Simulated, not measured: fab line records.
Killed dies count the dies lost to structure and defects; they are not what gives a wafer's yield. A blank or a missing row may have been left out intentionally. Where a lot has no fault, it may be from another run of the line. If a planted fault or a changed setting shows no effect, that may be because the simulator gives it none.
Chamber matching :: flow nand harc :: NHARC_A_STAIRCASE_ALD_420 on ald hk-04: 4 sister chambers
The step deposits SiO2, target thk 20 nm, pulse time 6 s, ald cycles 200. 8 wafers are shown with their chamber, then 12 later ones without.

EACH WAFER AND ITS CHAMBER
wafer: L089.1
chamber: 2
heater power w (W): 517
precursor pulse height rel: 1.010

wafer: L089.3
chamber: 1
heater power w (W): 594
precursor pulse height rel: 1.009

wafer: L092.3
chamber: 2
heater power w (W): 511
precursor pulse height rel: 1.004

wafer: L092.2
chamber: 1
heater power w (W): 553
precursor pulse height rel: 1.010

wafer: L092.6
chamber: 3
heater power w (W): 528
precursor pulse height rel: 1.003

wafer: L096.1
chamber: 3
heater power w (W): 519
precursor pulse height rel: 1.004

wafer: L096.4
chamber: 0
heater power w (W): 469
precursor pulse height rel: 1.004

wafer: L096.6
chamber: 0
heater power w (W): 481
precursor pulse height rel: 1.028

WAFERS MISSING THEIR CHAMBER
wafer: L096.2
heater power w (W): 521
precursor pulse height rel: 0.973

wafer: L096.3
heater power w (W): 550
precursor pulse height rel: 1.025

wafer: L096.5
heater power w (W): 534
precursor pulse height rel: 0.993

wafer: L095.3
heater power w (W): 482
precursor pulse height rel: 1.011

wafer: L095.5
heater power w (W): 555
precursor pulse height rel: 1.013

wafer: L095.6
heater power w (W): 457
precursor pulse height rel: 1.011

wafer: L097.1
heater power w (W): 516
precursor pulse height rel: 0.983

wafer: L097.2
heater power w (W): 556
precursor pulse height rel: 1.025

wafer: L097.6
heater power w (W): 555
precursor pulse height rel: 1.015

wafer: L097.3
heater power w (W): 533
precursor pulse height rel: 1.010

wafer: L097.4
heater power w (W): 469
precursor pulse height rel: 0.982

wafer: L097.5
heater power w (W): 512
precursor pulse height rel: 1.001

CHAMBER TAKEN BY EACH
wafer: L096.2
from the rows above: can't be placed: 3 or 2 or 1
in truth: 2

wafer: L096.3
from the rows above: can't be placed: 1 or 3 or 2
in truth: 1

wafer: L096.5
from the rows above: can't be placed: 3 or 2 or 1
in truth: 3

wafer: L095.3
from the rows above: can't be placed: 0 or 2
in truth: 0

wafer: L095.5
from the rows above: can't be placed: 1 or 3 or 2
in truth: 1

wafer: L095.6
from the rows above: 0
in truth: 0

wafer: L097.1
from the rows above: can't be placed: 3 or 2
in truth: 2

wafer: L097.2
from the rows above: can't be placed: 1 or 3 or 2
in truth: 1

wafer: L097.6
from the rows above: can't be placed: 1 or 3 or 2
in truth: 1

wafer: L097.3
from the rows above: can't be placed: 3 or 2 or 1
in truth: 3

wafer: L097.4
from the rows above: can't be placed: 0 or 2 or 3
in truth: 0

wafer: L097.5
from the rows above: can't be placed: 2 or 3
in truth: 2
Correct placement for 1 of the 12. Can't be placed from these rows: 11 (the true chamber is among the candidates in 11). Number placed wrongly: 0.
How it was worked out, from the rows above alone: a wafer's distance from a chamber is the root of the sum, over the readings, of the square of ((its reading less the chamber's mean) divided by the reading's scatter). If the next closest chamber is less than 2 further off than the closest, the wafer can't be placed; otherwise it belongs to the closest. A chamber's mean is the mean of its shown wafers. The scatter: take each reading less its chamber's mean, square it, sum over the shown wafers, divide by the number of wafers less the number of chambers, and take the root.
